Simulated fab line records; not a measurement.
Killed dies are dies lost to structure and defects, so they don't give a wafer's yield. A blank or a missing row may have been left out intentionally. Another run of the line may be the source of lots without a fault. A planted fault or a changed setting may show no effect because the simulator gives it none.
fab line records ; flow n5Finfet
record: lots: 11; wafers: 33; lastDay: 16
route steps=1938 shown BEOL_M1@825 BEOL_M2@844 BEOL_M4@1111 PASSIVATION@1936
lots untouched by any fault: they come from a run of this same line in which no faults occurred
startH: start of the lot's first displayed wafer, in hours after the record's first day ; waitH: time in hours since the lot's previous step ; " repeats the value in the row above ; L1.1+2: one row covering several wafers at once ; - no value, or no start given ; * or withheld: withheld ; < > ~ a bound
route shown NAME@n: names a module that has steps shown in the file, with the first one's number in the route ; usual: mean and standard deviation over wafers with no fault ; same: alike in all rows ; chamber/n: place in a boat ; sites: the reading at each site ; _std_site: the values' standard deviation ; _edge_site: inner sites' mean taken away from outer sites' mean ; radiusMm: for every site, how far away it sits from the centre of the wafer ; mask NAME#n: copy n ; behind: tool/chamber where the wafer was last shaped ; hold: why the lot went on hold/how many hours it stayed there/how the hold came to an end ; device: the transistor (n, p or np) that didn't switch ; end of line: the route-end tests of the same wafers ; a step without rows: its recipe alone ; killed: at the first sort, the dies lost to defects and structure; wafer yield is something else ; map: a wafer's dies, marking killed ones x, the rest . and places with no die _
set.NAME: the setting as run; set.NAME@STEP: as run at that earlier step ; model.NAME: the simulator's own value behind a step, which no gauge read
steps of the route over a sample of lots; a table a step, a row a wafer
services: from which hour (startH, from the record's first day; less than 0 if before it) a tool's chamber was out of use, for how many hours, and why
== steps ==
step: N5_BEOL_M1_ANNEAL_91
recipe: tempC: 400; timeS: 240; ambient: vacuum
usual: heaterPowerW: 820/63
lot.wafer;tool;chamber;startH;waitH;heaterPowerW
L743.1;pvdSputter-02;-;141.67;0.0;786
L743.2;pvdSputter-02;-;141.67;0.0;766
L743.5;pvdSputter-02;-;141.67;0.0;770
L745.1;pvdSputter-02;-;152.36;0.0;782
L745.3;pvdSputter-02;-;152.36;0.0;904
L745.6;pvdSputter-02;-;152.36;0.0;888
L746.2;pvdSputter-01;-;155.29;0.0;810
L746.3;pvdSputter-01;-;155.29;0.0;792
L746.6;pvdSputter-01;-;155.29;0.0;826
L748.2;pvdSputter-02;-;178.45;0.0;818
L748.5;pvdSputter-02;-;178.45;0.0;817
L748.6;pvdSputter-02;-;178.45;0.0;777
L749.1;pvdSputter-03;-;178.51;0.0;765
L749.2;pvdSputter-03;-;178.51;0.0;943
L749.5;pvdSputter-03;-;178.51;0.0;871
L751.4;pvdSputter-01;-;184.70;0.0;783
L751.5;pvdSputter-01;-;184.70;0.0;831
L751.6;pvdSputter-01;-;184.70;0.0;749
L753.1;pvdSputter-01;-;211.73;0.0;790
L753.2;pvdSputter-01;-;211.73;0.0;781
L753.6;pvdSputter-01;-;211.73;0.0;801
L756.1;pvdSputter-01;-;215.25;0.0;791
L756.5;pvdSputter-01;-;215.25;0.0;795
L756.6;pvdSputter-01;-;215.25;0.0;818
L754.4;pvdSputter-03;-;215.37;0.0;872
L754.5;pvdSputter-03;-;215.37;0.0;848
L754.6;pvdSputter-03;-;215.37;0.0;762
L755.1;pvdSputter-03;-;223.58;0.0;869
L755.3;pvdSputter-03;-;223.58;0.0;942
L755.5;pvdSputter-03;-;223.58;0.0;766
L758.2;pvdSputter-01;-;230.03;0.0;837
L758.3;pvdSputter-01;-;230.03;0.0;824
L758.4;pvdSputter-01;-;230.03;0.0;790
step: N5_BEOL_M1_SPUTTER_96
recipe: material: Cu; targetThkA: 45; tempC: -20; chamberPressurePa: 0.07; powerW: withheld; timeS: 8.29
usual: throttleValvePct: 30.7/1.2
lot.wafer;tool;chamber;startH;waitH;throttleValvePct
L743.1;pvdSputter-02;-;142.25;0.1;30.6
L743.2;pvdSputter-02;-;142.25;0.1;30.3
L743.5;pvdSputter-02;-;142.25;0.1;31.7
L745.1;pvdSputter-02;-;152.94;0.1;29.9
L745.3;pvdSputter-02;-;152.94;0.1;30.1
L745.6;pvdSputter-02;-;152.94;0.1;30.0
L746.2;pvdSputter-01;-;155.87;0.1;32.4
L746.3;pvdSputter-01;-;155.87;0.1;31.4
L746.6;pvdSputter-01;-;155.87;0.1;31.4
L748.2;pvdSputter-02;-;179.03;0.1;30.4
L748.5;pvdSputter-02;-;179.03;0.1;30.6
L748.6;pvdSputter-02;-;179.03;0.1;31.9
L749.1;pvdSputter-03;-;179.09;0.1;28.8
L749.2;pvdSputter-03;-;179.09;0.1;29.4
L749.5;pvdSputter-03;-;179.09;0.1;30.3
L751.4;pvdSputter-01;-;185.28;0.1;31.2
L751.5;pvdSputter-01;-;185.28;0.1;31.3
L751.6;pvdSputter-01;-;185.28;0.1;31.1
L753.1;pvdSputter-01;-;212.31;0.1;32.6
L753.2;pvdSputter-01;-;212.31;0.1;31.1
L753.6;pvdSputter-01;-;212.31;0.1;32.5
L756.1;pvdSputter-01;-;215.83;0.1;32.6
L756.5;pvdSputter-01;-;215.83;0.1;31.1
L756.6;pvdSputter-01;-;215.83;0.1;32.5
L754.4;pvdSputter-03;-;215.95;0.1;30.2
L754.5;pvdSputter-03;-;215.95;0.1;30.4
L754.6;pvdSputter-03;-;215.95;0.1;28.7
L755.1;pvdSputter-03;-;224.16;0.1;30.5
L755.3;pvdSputter-03;-;224.16;0.1;29.1
L755.5;pvdSputter-03;-;224.16;0.1;28.7
L758.2;pvdSputter-01;-;230.61;0.1;31.7
L758.3;pvdSputter-01;-;230.61;0.1;32.5
L758.4;pvdSputter-01;-;230.61;0.1;31.0
step: N5_BEOL_M1_CO_CAP_55
recipe: material: Co; targetThkA: 20; tempC: 200; precursor: CCTBA/H2; pressureTorr: 30; timeS: 102.1
usual: chamberPressureTorr: 29.99/0.073; heaterPowerW: 231/5.9; runLengthS: 125.1/0.52
lot.wafer;tool;chamber;startH;waitH;chamberPressureTorr;heaterPowerW;runLengthS
L743.1;cvdCo-01;1;145.22;0.0;30.04;226;124.4
L743.2;cvdCo-01;0;145.22;0.0;29.98;244;124.8
L743.5;cvdCo-01;2;145.22;0.0;29.98;230;125.1
L745.1;cvdCo-01;1;154.50;0.0;29.92;221;124.6
L745.3;cvdCo-01;0;154.50;0.0;29.94;237;124.8
L745.6;cvdCo-01;2;154.50;0.0;29.91;223;125.1
L746.2;cvdCo-02;0;157.99;0.0;29.96;236;125.6
L746.3;cvdCo-02;1;157.99;0.0;30.01;233;125.4
L746.6;cvdCo-02;1;157.99;0.0;30.00;228;125.1
L748.2;cvdCo-01;0;182.39;0.0;29.93;237;124.6
L748.5;cvdCo-01;1;182.39;0.0;30.00;228;124.6
L748.6;cvdCo-01;0;182.39;0.0;30.03;239;124.9
L749.1;cvdCo-02;0;182.54;0.0;29.93;229;126.4
L749.2;cvdCo-02;1;182.54;0.0;29.89;231;125.1
L749.5;cvdCo-02;2;182.54;0.0;29.97;226;124.4
L751.4;cvdCo-01;0;186.48;0.0;29.99;237;125.1
L751.5;cvdCo-01;1;186.48;0.0;30.04;228;124.3
L751.6;cvdCo-01;2;186.48;0.0;29.97;226;125.3
L753.1;cvdCo-02;0;213.20;0.0;29.97;229;125.7
L753.2;cvdCo-02;2;213.20;0.0;29.99;220;124.4
L753.6;cvdCo-02;1;213.20;0.0;30.12;234;125.6
L756.1;cvdCo-02;2;216.69;0.0;29.99;226;177.5
L756.5;cvdCo-02;2;216.69;0.0;29.94;225;124.6
L756.6;cvdCo-02;0;216.69;0.0;30.02;233;125.8
L754.4;cvdCo-01;0;217.01;0.0;30.01;243;124.9
L754.5;cvdCo-01;1;217.01;0.0;30.06;230;124.8
L754.6;cvdCo-01;2;217.01;0.0;29.96;226;125.5
L755.1;cvdCo-01;0;225.13;0.0;30.08;248;124.8
L755.3;cvdCo-01;1;225.13;0.0;29.95;230;124.4
L755.5;cvdCo-01;0;225.13;0.0;29.93;247;124.9
L758.2;cvdCo-02;2;231.47;0.0;30.03;228;177.5
L758.3;cvdCo-02;1;231.47;0.0;29.91;233;125.1
L758.4;cvdCo-02;0;231.47;0.0;29.98;238;178.7
step: N5_BEOL_M2_HM_DEP_02
recipe: material: TiN; targetThkA: 200; tempC: 25; chamberPressurePa: 0.49996
usual: throttleValvePct: 30.2/1.4
lot.wafer;tool;chamber;startH;waitH;throttleValvePct
L743.1;pvdSputter-03;-;145.90;0.3;30.4
L743.2;pvdSputter-03;-;145.90;0.3;29.1
L743.5;pvdSputter-03;-;145.90;0.3;27.7
L745.1;pvdSputter-02;-;155.46;0.6;29.9
L745.3;pvdSputter-02;-;155.46;0.6;30.3
L745.6;pvdSputter-02;-;155.46;0.6;30.7
L746.2;pvdSputter-03;-;158.43;0.0;27.3
L746.3;pvdSputter-03;-;158.43;0.0;29.4
L746.6;pvdSputter-03;-;158.43;0.0;30.8
L748.2;pvdSputter-01;-;183.18;0.4;31.6
L748.5;pvdSputter-01;-;183.18;0.4;31.0
L748.6;pvdSputter-01;-;183.18;0.4;31.4
L749.1;pvdSputter-02;-;183.29;0.4;30.0
L749.2;pvdSputter-02;-;183.29;0.4;29.8
L749.5;pvdSputter-02;-;183.29;0.4;30.5
L751.4;pvdSputter-02;-;188.73;1.9;31.5
L751.5;pvdSputter-02;-;188.73;1.9;30.0
L751.6;pvdSputter-02;-;188.73;1.9;30.2
L753.1;pvdSputter-03;-;213.97;0.4;30.1
L753.2;pvdSputter-03;-;213.97;0.4;28.7
L753.6;pvdSputter-03;-;213.97;0.4;27.6
L756.1;pvdSputter-01;-;220.83;3.7;30.8
L756.5;pvdSputter-01;-;220.83;3.7;31.0
L756.6;pvdSputter-01;-;220.83;3.7;31.5
L754.4;pvdSputter-02;-;221.03;3.6;30.4
L754.5;pvdSputter-02;-;221.03;3.6;30.5
L754.6;pvdSputter-02;-;221.03;3.6;31.9
L755.1;pvdSputter-03;-;226.26;0.8;29.2
L755.3;pvdSputter-03;-;226.26;0.8;30.4
L755.5;pvdSputter-03;-;226.26;0.8;29.0
L758.2;pvdSputter-03;-;232.44;0.6;30.2
L758.3;pvdSputter-03;-;232.44;0.6;29.3
L758.4;pvdSputter-03;-;232.44;0.6;29.0
step: N5_BEOL_M4_RC_MEAS_101
usual: DIBL_N: 36.3/2.2; DIBL_P: 36.0/2.4; IOFF_N: 0.16/0.042; IOFF_P: 0.22/0.041; ION_N: 672/14; ION_P: 462/7.9; SS_N: 71.7/0.76; SS_P: 73.3/0.72; VT_N: 250/3.6; VT_P: -249/3
lot.wafer;tool;chamber;startH;waitH;DIBL_N[mV/V];DIBL_P[mV/V];IOFF_N[nA/um];IOFF_P[nA/um];ION_N[uA/um];ION_P[uA/um];SS_N[mV/dec];SS_P[mV/dec];VT_N[mV];VT_P[mV]
L743.1;prober-02;0;179.50;0.0;34.8;35.2;0.15;0.20;679;465;70.7;72.5;251;-251
L743.2;prober-02;0;179.50;0.0;38.0;37.8;0.21;0.26;687;464;72.2;74.1;248;-249
L743.5;prober-02;0;179.50;0.0;36.3;36.1;0.17;0.22;689;465;71.3;73.2;249;-251
L745.1;prober-02;0;191.97;0.0;37.0;38.2;0.18;0.25;675;465;72.0;74.1;248;-249
L745.3;prober-02;0;191.97;0.0;38.0;38.6;0.19;0.25;666;454;72.3;73.6;246;-251
L745.6;prober-02;0;191.97;0.0;37.0;37.7;0.17;0.24;676;470;72.0;73.1;247;-249
L746.2;prober-02;0;194.86;0.2;40.6;39.6;0.24;0.30;690;475;71.8;74.6;244;-245
L746.3;prober-02;0;194.86;0.2;41.0;40.1;0.25;0.30;691;469;72.7;74.5;241;-244
L746.6;prober-02;0;194.86;0.2;41.2;40.5;0.27;0.32;704;477;72.2;74.6;241;-246
L748.2;prober-02;0;209.20;0.2;35.0;34.9;0.15;0.21;661;459;71.3;72.7;253;-249
L748.5;prober-02;0;209.20;0.2;35.1;34.7;0.15;0.21;672;462;70.9;73.5;251;-250
L748.6;prober-02;0;209.20;0.2;37.3;37.2;0.20;0.27;673;466;71.7;74.0;247;-247
L749.1;prober-01;0;210.30;0.0;34.6;33.0;0.11;0.17;662;458;70.9;72.2;253;-253
L749.2;prober-01;0;210.30;0.0;36.1;34.1;0.13;0.19;663;458;71.0;72.6;253;-250
L749.5;prober-01;0;210.30;0.0;37.9;36.8;0.17;0.24;689;470;72.2;72.9;250;-246
L751.4;prober-02;0;222.45;0.7;37.8;35.5;0.18;0.22;675;464;72.2;73.7;250;-248
L751.5;prober-02;0;222.45;0.7;39.1;38.1;0.20;0.26;678;465;72.0;73.9;246;-249
L751.6;prober-02;0;222.45;0.7;39.7;37.4;0.20;0.23;680;461;72.5;73.3;249;-248
L753.1;prober-02;0;243.44;0.0;40.4;38.4;0.35;0.28;682;459;75.0;73.8;244;-248
L753.2;prober-02;0;243.44;0.0;36.1;35.9;0.17;0.22;662;457;71.7;73.2;249;-250
L753.6;prober-02;0;243.44;0.0;36.4;36.5;0.17;0.23;650;448;72.5;73.4;250;-252
L756.1;prober-02;0;249.68;0.0;34.4;35.2;0.16;0.24;671;466;72.1;73.3;250;-245
L756.5;prober-02;0;249.68;0.0;34.4;34.6;0.16;0.23;689;475;71.0;73.2;247;-244
L756.6;prober-02;0;249.68;0.0;33.5;34.2;0.14;0.22;668;464;70.8;72.4;252;-246
L754.4;prober-02;0;252.12;0.5;36.8;36.9;0.16;0.25;674;469;72.6;73.8;249;-247
L754.5;prober-02;0;252.12;0.5;35.6;35.2;0.14;0.22;661;463;71.7;73.7;252;-248
L754.6;prober-02;0;252.12;0.5;35.8;34.2;0.12;0.20;643;445;72.1;73.2;255;-250
L755.1;prober-02;0;265.91;0.0;35.7;37.7;0.15;0.22;674;459;71.7;74.1;252;-250
L755.3;prober-02;0;265.91;0.0;35.9;38.6;0.17;0.25;675;465;71.6;74.2;249;-247
L755.5;prober-02;0;265.91;0.0;31.8;33.2;0.11;0.17;653;458;71.1;72.6;253;-253
L758.2;prober-01;0;269.69;0.2;35.7;35.3;0.14;0.18;650;445;71.6;72.7;253;-252
L758.3;prober-01;0;269.69;0.2;31.3;30.2;0.09;0.13;645;453;70.0;71.8;256;-254
L758.4;prober-01;0;269.69;0.2;37.2;37.2;0.17;0.20;662;460;72.2;73.2;250;-251
step: N5_PASSIVATION_PROBE_49
usual: defectLimitedYield: 91.3/1.7; killed_at_M0_to_M3: 33/9.9; killed_at_M4_up: 14/6.4; killedAtContacts: 12/7; killedAtFrontEnd: 41/13; killedAtOther: 3.1/2.9; killedDies: 103/20; killedOpen: 67/14; killedShort: 34/9.4; sort_bin_4_leakage: 0.03/0.24; sort_bin_5_function: 5.1/1.1; sort_bin_6_memory: 3.2/0.79; sort_bin_8_speed: 0.02/0.15; sortNPass: 1077/21; sortYieldPct: 91.2/1.7
same: grossDies: 1180; killedAtBackSide: 0
lot.wafer;tool;chamber;startH;waitH;defectLimitedYield[%];killed_at_M0_to_M3;killed_at_M4_up;killedAtContacts;killedAtFrontEnd;killedAtOther;killedDies;killedOpen;killedShort;sort_bin_4_leakage[%];sort_bin_5_function[%];sort_bin_6_memory[%];sort_bin_8_speed[%];sortNPass;sortYieldPct[%]
L751.4;prober-02;-;324.97;0.2;91.4;40;10;19;31;1;101;56;45;0;5.1;3.3;0;1079;91.4
L751.5;prober-02;-;325.02;0.2;89.7;45;8;19;37;12;121;76;39;0;5.8;3.7;0;1059;89.7
L751.6;prober-02;-;325.07;0.3;92.5;26;6;11;42;4;89;57;25;0;4.4;2.4;0;1091;92.5
L753.1;prober-01;-;345.45;0.0;91.5;17;29;13;37;4;100;71;25;2.46;5.2;2.7;0;1051;89.1
L753.2;prober-01;-;345.50;0.1;86.5;46;29;29;53;2;159;123;34;0;8.4;4.9;0;1021;86.5
L753.6;prober-01;-;345.70;0.3;90.8;32;25;21;25;6;109;74;28;0;5.4;3.2;0;1071;90.8
L756.1;prober-01;-;362.31;0.0;92.2;19;20;12;39;2;92;61;31;0;5.0;2.5;0;1088;92.2
L756.5;prober-01;-;362.51;0.2;91.6;25;12;6;51;5;99;60;39;0;4.9;3.4;0;1081;91.6
L756.6;prober-01;-;362.56;0.3;92.8;14;23;10;33;5;85;59;26;0;3.9;3.0;0;1095;92.8
L755.3;prober-01;-;362.98;0.1;89.7;48;12;7;53;2;122;77;44;0;4.7;4.9;0;1058;89.7
L755.5;prober-01;-;363.08;0.2;87.9;53;14;29;43;4;143;91;49;0;6.9;5.0;0;1037;87.9
L758.2;prober-02;-;378.25;0.1;91.5;34;14;16;34;2;100;70;28;0;4.7;3.6;0;1080;91.5
L758.3;prober-02;-;378.30;0.1;91.0;40;18;5;39;4;106;58;34;0;4.3;3.1;0;1074;91.0
L758.4;prober-02;-;378.35;0.2;90.6;34;16;7;44;10;111;69;38;0;5.0;3.9;0;1069;90.6
killed by level:class
L751.4 MOL_CONTACT_COAG:geometricParticle:open=14 BEOL_M0_SAQP:geometricParticle:short=13 BEOL_M0_SAQP:geometricParticle:open=9 BEOL_M2:geometricParticle:open=8 FIN_SAQP:geometricParticle:open=6 FIN_SAQP:geometricParticle:short=6 GATE_CUT:geometricParticle:short=6 MOL_CONTACT_COAG:geometricParticle:short=5
L751.5 MOL_CONTACT_COAG:geometricParticle:open=17 BEOL_M0_SAQP:geometricParticle:open=10 FIN_SAQP:geometricParticle:short=9 BEOL_M1:geometricParticle:open=9 BEOL_M2:geometricParticle:open=8 BEOL_M0_SAQP:geometricParticle:short=6 PASS1_DEP:geometricParticle:open=6 HKMG_FIN:areaEtch=6
L751.6 FIN_SAQP:geometricParticle:open=10 MOL_CONTACT_COAG:geometricParticle:open=9 BEOL_M2:geometricParticle:open=7 HKMG_FIN:areaEtch=7 BEOL_M3:geometricParticle:open=6 FIN_SAQP:geometricParticle:short=5 BEOL_M0_SAQP:geometricParticle:short=5 BEOL_M0_SAQP:geometricParticle:open=4
L753.1 BEOL_M4:geometricParticle:open=12 DUMMY_GATE:geometricParticle:open=7 MOL_CONTACT_COAG:geometricParticle:open=7 FIN_SAQP:geometricParticle:open=6 MOL_CONTACT_COAG:geometricParticle:short=5 BEOL_M2:geometricParticle:open=5 BEOL_M7:geometricParticle:open=5 DUMMY_GATE:geometricParticle:short=4
L753.2 MOL_CONTACT_COAG:geometricParticle:open=24 BEOL_M4:geometricParticle:open=16 BEOL_M1:geometricParticle:open=16 FIN_SAQP:geometricParticle:open=12 BEOL_M3:geometricParticle:open=12 STI_FIN_REVEAL:geometricParticle:open=9 DUMMY_GATE:geometricParticle:open=7 MOL_CONTACT_COAG:geometricParticle:short=5
L753.6 MOL_CONTACT_COAG:geometricParticle:open=17 BEOL_M4:geometricParticle:open=10 BEOL_M3:geometricParticle:open=9 BEOL_M2:geometricParticle:open=7 FIN_SAQP:geometricParticle:short=5 FIN_SAQP:geometricParticle:open=5 BEOL_M3:geometricParticle:short=5 DUMMY_GATE:geometricParticle:open=4
L756.1 FIN_SAQP:geometricParticle:open=10 MOL_CONTACT_COAG:geometricParticle:open=9 FIN_SAQP:geometricParticle:short=8 BEOL_M1:geometricParticle:open=8 DUMMY_GATE:geometricParticle:open=5 GATE_CUT:geometricParticle:short=5 BEOL_M7:geometricParticle:open=4 BEOL_M0_SAQP:geometricParticle:open=4
L756.5 FIN_SAQP:geometricParticle:short=13 FIN_SAQP:geometricParticle:open=11 STI_FIN_REVEAL:geometricParticle:open=11 BEOL_M0_SAQP:geometricParticle:short=5 BEOL_M0_SAQP:geometricParticle:open=5 BEOL_M3:geometricParticle:open=5 BEOL_M5:geometricParticle:open=5 GATE_CUT:geometricParticle:short=4
L756.6 MOL_CONTACT_COAG:geometricParticle:open=10 BEOL_M4:geometricParticle:open=7 FIN_SAQP:geometricParticle:short=6 STI_FIN_REVEAL:geometricParticle:open=6 BEOL_M0_SAQP:geometricParticle:open=5 BEOL_M0_SAQP:geometricParticle:short=5 BEOL_M5:geometricParticle:open=5 GATE_CUT:geometricParticle:short=4
L755.3 BEOL_M3:geometricParticle:open=16 FIN_SAQP:geometricParticle:short=15 STI_FIN_REVEAL:geometricParticle:open=11 FIN_SAQP:geometricParticle:open=9 GATE_CUT:geometricParticle:short=9 BEOL_M0_SAQP:geometricParticle:short=8 BEOL_M4:geometricParticle:open=8 MOL_CONTACT_COAG:geometricParticle:open=7
L755.5 MOL_CONTACT_COAG:geometricParticle:open=24 BEOL_M3:geometricParticle:open=12 BEOL_M2:geometricParticle:open=11 FIN_SAQP:geometricParticle:open=10 FIN_SAQP:geometricParticle:short=9 STI_FIN_REVEAL:geometricParticle:open=9 GATE_CUT:geometricParticle:short=7 BEOL_M0_SAQP:geometricParticle:short=7
L758.2 MOL_CONTACT_COAG:geometricParticle:open=14 BEOL_M3:geometricParticle:open=9 STI_FIN_REVEAL:geometricParticle:open=9 BEOL_M0_SAQP:geometricParticle:short=7 BEOL_M0_SAQP:geometricParticle:open=6 BEOL_M4:geometricParticle:open=6 FIN_SAQP:geometricParticle:open=5 FIN_SAQP:geometricParticle:short=4
L758.3 HKMG_FIN:areaEtch=12 BEOL_M3:geometricParticle:open=9 STI_FIN_REVEAL:geometricParticle:open=7 BEOL_M0_SAQP:geometricParticle:open=7 BEOL_M0_SAQP:geometricParticle:short=6 BEOL_M4:geometricParticle:open=6 FIN_SAQP:geometricParticle:short=5 BEOL_M1:geometricParticle:open=5
L758.4 FIN_SAQP:geometricParticle:short=15 BEOL_M0_SAQP:geometricParticle:open=10 FIN_SAQP:geometricParticle:open=7 STI_FIN_REVEAL:geometricParticle:open=7 MOL_CONTACT_COAG:geometricParticle:open=7 BEOL_M0_SAQP:geometricParticle:short=7 BEOL_M4:geometricParticle:open=7 BEOL_M3:geometricParticle:open=6
== services ==
tool;chamber;startH;hours;kind
pvdSputter-03;-;133.80;2.7;repair
cvdCo-02;2;157.27;6.8;repair
cvdCo-01;-;165.04;0.5;repair
== key ==
firstSign: step: N5_BEOL_M1_CO_CAP_55; reading: runLengthS; direction: up; sigmas: 99+; usual: *; struck: *
effect none on later readings
metAt N5_BEOL_M1_CO_CAP_55
struckLots L756,L758
struckWafers L756.1,L758.2,L758.4
baselineLoss: step: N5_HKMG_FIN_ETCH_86; wafers: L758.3
notActingAt N5_BEOL_M1_ANNEAL_91,N5_BEOL_M1_SPUTTER_96,N5_BEOL_M2_HM_DEP_02
onsetBetween 213.20 216.69
fault: kind: processParameterDrift; tool: cvdCo-02; chamber: -; onsetH: 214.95; steps: N5_BEOL_M1_CO_CAP_55; channel: timeS; offset: *; shape: step; endH: 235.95; scope: struckWafersOnly; actsIn: *; stated: *
baselineLoss: these wafers lose ten dies or more at that step, a loss of the line's own and not of a fault; the sort's usual values leave them out
